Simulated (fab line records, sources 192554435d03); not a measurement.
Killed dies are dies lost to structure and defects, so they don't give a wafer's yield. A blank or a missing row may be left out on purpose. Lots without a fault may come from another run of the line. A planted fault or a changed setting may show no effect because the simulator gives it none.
Which tool did it? | flow n5_finfet | 11 lots, 33 wafers sampled, at 3 steps of a route of 1938

WHAT THE GAUGES READ, wafer by wafer
N5_BEOL_M8_CD_MEAS_18: pitch 80 nm, target cd 40 nm. Usual: cd_nm 40.1 nm, standard deviation 0.62.
lot  | measured     | on        | cd_nm (nm)     | flag
L852 | day 9 16:08  | cd_sem-02 | 40.1 39.9 39.7 |
L853 | day 9 17:08  | cd_sem-02 | 40.0 41.1 40.3 |
L854 | day 9 19:42  | cd_sem-01 | 40.4 38.7 40.1 |
L855 | day 9 23:34  | cd_sem-01 | 40.5 40.8 40.3 |
L856 | day 10 13:49 | cd_sem-02 | 40.9 40.8 41.0 |
L860 | day 11 18:41 | cd_sem-03 | 39.2 39.0 39.6 |
L865 | day 13 03:31 | cd_sem-03 | 40.9 39.6 40.1 |
L869 | day 13 17:36 | cd_sem-03 | 41.7 40.6 40.8 |
L866 | day 14 01:16 | cd_sem-03 | 39.4 39.8 39.9 |
L870 | day 14 06:38 | cd_sem-01 | 41.5 40.8 41.7 |
L871 | day 15 15:34 | cd_sem-02 | 38.8 39.1 40.1 |

WHICH TOOL RAN EACH LOT (tool, then ch and the chambers of the sampled wafers, then the start)
lot  | N5_BEOL_M8_DESCUM_16               | N5_BEOL_M8_HM_OPEN_17
L852 | rie_diel-02 ch 0,2,3, day 9 15:41  | rie_metal-02 ch 0,1, day 9 15:58
L853 | rie_diel-06 ch 0,2,3, day 9 16:35  | rie_metal-01 ch 0,1, day 9 16:51
L854 | rie_diel-06 ch 0,1, day 9 19:14    | rie_metal-03 ch 0,1, day 9 19:31
L855 | rie_diel-06 ch 0,3, day 9 23:01    | rie_metal-01 ch 1, day 9 23:19
L856 | rie_diel-01 ch 0,1, day 10 13:16   | rie_metal-01 ch 1, day 10 13:36
L860 | rie_diel-01 ch 0,1,2, day 11 18:13 | rie_metal-01 ch 0,1, day 11 18:30
L865 | rie_diel-01 ch 0,2, day 13 03:03   | rie_metal-02 ch 0, day 13 03:20
L869 | rie_diel-02 ch 0,1, day 13 16:59   | rie_metal-03 ch 0,1, day 13 17:16
L866 | rie_diel-06 ch 0,1, day 14 00:45   | rie_metal-03 ch 0,1, day 14 01:02
L870 | rie_diel-02 ch 0,2,3, day 14 06:09 | rie_metal-01 ch 0,1, day 14 06:26
L871 | rie_diel-02 ch 1,3, day 15 15:07   | rie_metal-02 ch 0,1, day 15 15:23
- N5_BEOL_M8_DESCUM_16: chemistry O2, time 7.9 s.
- N5_BEOL_M8_HM_OPEN_17: chemistry Cl2/BCl3, target TiN, target depth 20 nm, overetch 6 nm.

WHAT THE TOOLS THEMSELVES READ (means of the sampled wafers that have a number; where no wafer has one, the mark that the record gives instead)
N5_BEOL_M8_DESCUM_16. Usual: drypump_motor_current_A 5.7 A, standard deviation 0.53; oes_product_au 0.83 a.u., standard deviation 0.083; rf_vpp_V 243.2 V, standard deviation 1.5; showerhead_plenum_p_Torr 2.10 Torr, standard deviation 0.086; throttle_valve_pct 20.32 %, standard deviation 0.24.
lot  | tool        | drypump_motor_current_A (A) | oes_product_au (a.u.) | rf_vpp_V (V) | showerhead_plenum_p_Torr (Torr) | throttle_valve_pct (%) | flag
L852 | rie_diel-02 | 5.9                         | 0.78                  | 244.0        | 2.06                            | 20.31                  |
L853 | rie_diel-06 | 5.4                         | 0.90                  | 244.2        | 2.14                            | 20.36                  |
L854 | rie_diel-06 | 5.1                         | 0.84                  | 243.5        | 2.15                            | 20.25                  |
L855 | rie_diel-06 | 5.4                         | 0.93                  | 244.2        | 2.18                            | 20.24                  |
L856 | rie_diel-01 | 6.5                         | 0.87                  | 243.4        | 2.06                            | 20.40                  |
L860 | rie_diel-01 | 5.9                         | 0.85                  | 242.7        | 2.06                            | 20.25                  |
L865 | rie_diel-01 | 5.7                         | 0.79                  | 243.6        | 2.06                            | 20.21                  |
L869 | rie_diel-02 | 5.5                         | 0.76                  | 242.7        | 2.06                            | 20.43                  |
L866 | rie_diel-06 | 5.3                         | 0.85                  | 244.5        | 2.18                            | 20.34                  |
L870 | rie_diel-02 | 5.8                         | 0.84                  | 242.7        | 2.14                            | 20.23                  |
L871 | rie_diel-02 | 5.7                         | 0.91                  | 244.4        | 2.22                            | 20.02                  |

N5_BEOL_M8_HM_OPEN_17. Usual: bias_w 126.0 W, standard deviation 0.37; drypump_motor_current_A 5.8 A, standard deviation 0.37; oes_product_au 0.67 a.u., standard deviation 0.09; throttle_valve_pct 22.16 %, standard deviation 0.16.
lot  | tool         | bias_w (W) | drypump_motor_current_A (A) | oes_product_au (a.u.) | throttle_valve_pct (%) | flag
L852 | rie_metal-02 | 126.0      | 5.6                         | 0.62                  | 22.11                  |
L853 | rie_metal-01 | 125.9      | 5.6                         | 0.53                  | 21.94                  |
L854 | rie_metal-03 | 126.1      | 6.0                         | 0.71                  | 22.26                  |
L855 | rie_metal-01 | 126.2      | 6.3                         | 0.56                  | 22.06                  |
L856 | rie_metal-01 | 125.8      | 6.3                         | 0.56                  | 22.06                  |
L860 | rie_metal-01 | 125.9      | 6.0                         | 0.63                  | 22.02                  |
L865 | rie_metal-02 | 125.5      | 5.8                         | 0.58                  | 21.98                  |
L869 | rie_metal-03 | 126.3      | 6.0                         | 0.67                  | 22.29                  |
L866 | rie_metal-03 | 125.9      | 6.0                         | 0.68                  | 22.28                  |
L870 | rie_metal-01 | 125.5      | 5.6                         | 0.69                  | 21.94                  |
L871 | rie_metal-02 | 125.9      | 5.4                         | 0.65                  | 22.26                  |

THE ANSWER, worked out from the rows above alone
Rule: a lot is off if the mean of its wafers that have a number lies more than 3 standard deviations from the usual mean. A lot without any number at a reading at which 4 lots or more have one is off too. The other lots that the step has rows for count as sound. The gauges are gone through in route order, then the tools' own readings, and for those a lot's mean is taken as printed above. The first step at which some lot is off is used, and at that step the reading that is off furthest; a lot without a number counts as furthest.
No lot is off at any reading shown: from this, nothing can be told.

WHAT THE SIMULATOR HAD PUT IN
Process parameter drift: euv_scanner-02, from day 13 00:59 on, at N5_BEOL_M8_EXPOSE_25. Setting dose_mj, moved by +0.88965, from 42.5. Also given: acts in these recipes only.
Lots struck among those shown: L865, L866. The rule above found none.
